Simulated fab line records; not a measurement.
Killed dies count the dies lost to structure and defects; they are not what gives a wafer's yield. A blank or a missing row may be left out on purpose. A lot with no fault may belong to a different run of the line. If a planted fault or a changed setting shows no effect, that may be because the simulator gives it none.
Matching of chambers || flow n5-finfet || pecvd-02 running N5_GATE_CUT_PECVD_57: 3 sister chambers
The step deposits SiNx from SiH4/NH3/N2, target thk 21 nm. 14 wafers are shown with their chamber, then 7 later ones without.

EACH WAFER AND ITS CHAMBER
{"wafer": "L074.2", "chamber": 1, "throttle-valve-pct (%)": 43.3, "showerhead-plenum-p-Torr (Torr)": 5.13, "showerhead-vpp-V (V)": 923}
{"wafer": "L074.5", "chamber": 0, "throttle-valve-pct (%)": 41.5, "showerhead-plenum-p-Torr (Torr)": 5.01, "showerhead-vpp-V (V)": 1078}
{"wafer": "L074.6", "chamber": 2, "throttle-valve-pct (%)": 38.6, "showerhead-plenum-p-Torr (Torr)": 5.10, "showerhead-vpp-V (V)": 987}
{"wafer": "L076.2", "chamber": 1, "throttle-valve-pct (%)": 43.0, "showerhead-plenum-p-Torr (Torr)": 5.14, "showerhead-vpp-V (V)": 950}
{"wafer": "L076.4", "chamber": 1, "throttle-valve-pct (%)": 43.0, "showerhead-plenum-p-Torr (Torr)": 5.16, "showerhead-vpp-V (V)": 932}
{"wafer": "L076.6", "chamber": 2, "throttle-valve-pct (%)": 38.4, "showerhead-plenum-p-Torr (Torr)": 5.09, "showerhead-vpp-V (V)": 978}
{"wafer": "L084.1", "chamber": 1, "throttle-valve-pct (%)": 43.2, "showerhead-plenum-p-Torr (Torr)": 5.15, "showerhead-vpp-V (V)": 927}
{"wafer": "L084.4", "chamber": 1, "throttle-valve-pct (%)": 43.1, "showerhead-plenum-p-Torr (Torr)": 5.13, "showerhead-vpp-V (V)": 936}
{"wafer": "L084.5", "chamber": 0, "throttle-valve-pct (%)": 41.9, "showerhead-plenum-p-Torr (Torr)": 5.02, "showerhead-vpp-V (V)": 1049}
{"wafer": "L085.4", "chamber": 0, "throttle-valve-pct (%)": 41.8, "showerhead-plenum-p-Torr (Torr)": 5.02, "showerhead-vpp-V (V)": 1066}
{"wafer": "L085.5", "chamber": 2, "throttle-valve-pct (%)": 38.8, "showerhead-plenum-p-Torr (Torr)": 5.09, "showerhead-vpp-V (V)": 971}
{"wafer": "L085.6", "chamber": 1, "throttle-valve-pct (%)": 43.0, "showerhead-plenum-p-Torr (Torr)": 5.14, "showerhead-vpp-V (V)": 929}
{"wafer": "L089.1", "chamber": 0, "throttle-valve-pct (%)": 41.7, "showerhead-plenum-p-Torr (Torr)": 5.01, "showerhead-vpp-V (V)": 1078}
{"wafer": "L089.5", "chamber": 1, "throttle-valve-pct (%)": 42.9, "showerhead-plenum-p-Torr (Torr)": 5.15, "showerhead-vpp-V (V)": 936}

SIGNATURES (means of the wafers above)
{"reading": "throttle-valve-pct", "chamber 0": 41.725, "chamber 1": 43.071, "chamber 2": 38.600, "scatter within a chamber": 0.16}
{"reading": "showerhead-plenum-p-Torr", "chamber 0": 5.0150, "chamber 1": 5.1429, "chamber 2": 5.0933, "scatter within a chamber": 0.00909}
{"reading": "showerhead-vpp-V", "chamber 0": 1067.75, "chamber 1": 933.29, "chamber 2": 978.67, "scatter within a chamber": 10.2}
Rule: a wafer's distance from a chamber is the root of the sum, over the readings, of the square of ((its reading less the chamber's mean) divided by the reading's scatter). If the next closest chamber is less than 2 further off than the closest, the wafer can't be placed; otherwise it belongs to the closest. The scatter: take each reading less its chamber's mean, square it, sum over the shown wafers, divide by the number of wafers less the number of chambers, and take the root.

WAFERS WITHOUT THEIR CHAMBER
{"wafer": "L089.6", "throttle-valve-pct (%)": 42.0, "showerhead-plenum-p-Torr (Torr)": 5.01, "showerhead-vpp-V (V)": 1053}
{"wafer": "L090.3", "throttle-valve-pct (%)": 41.9, "showerhead-plenum-p-Torr (Torr)": 5.02, "showerhead-vpp-V (V)": 1072}
{"wafer": "L090.4", "throttle-valve-pct (%)": 41.8, "showerhead-plenum-p-Torr (Torr)": 5.01, "showerhead-vpp-V (V)": 1077}
{"wafer": "L090.5", "throttle-valve-pct (%)": 39.0, "showerhead-plenum-p-Torr (Torr)": 5.10, "showerhead-vpp-V (V)": 984}
{"wafer": "L097.3", "throttle-valve-pct (%)": 41.8, "showerhead-plenum-p-Torr (Torr)": 5.02, "showerhead-vpp-V (V)": 1071}
{"wafer": "L097.4", "throttle-valve-pct (%)": 43.1, "showerhead-plenum-p-Torr (Torr)": 5.16, "showerhead-vpp-V (V)": 932}
{"wafer": "L097.5", "throttle-valve-pct (%)": 43.2, "showerhead-plenum-p-Torr (Torr)": 5.15, "showerhead-vpp-V (V)": 940}

EACH ONE'S CHAMBER
{"wafer": "L089.6", "from the rows above": 0, "in truth": 0}
{"wafer": "L090.3", "from the rows above": 0, "in truth": 0}
{"wafer": "L090.4", "from the rows above": 0, "in truth": 0}
{"wafer": "L090.5", "from the rows above": 2, "in truth": 2}
{"wafer": "L097.3", "from the rows above": 0, "in truth": 0}
{"wafer": "L097.4", "from the rows above": 1, "in truth": 1}
{"wafer": "L097.5", "from the rows above": 1, "in truth": 1}
Placed correctly: 7 of 7. Not placeable from these rows: 0. Number placed wrongly: 0.
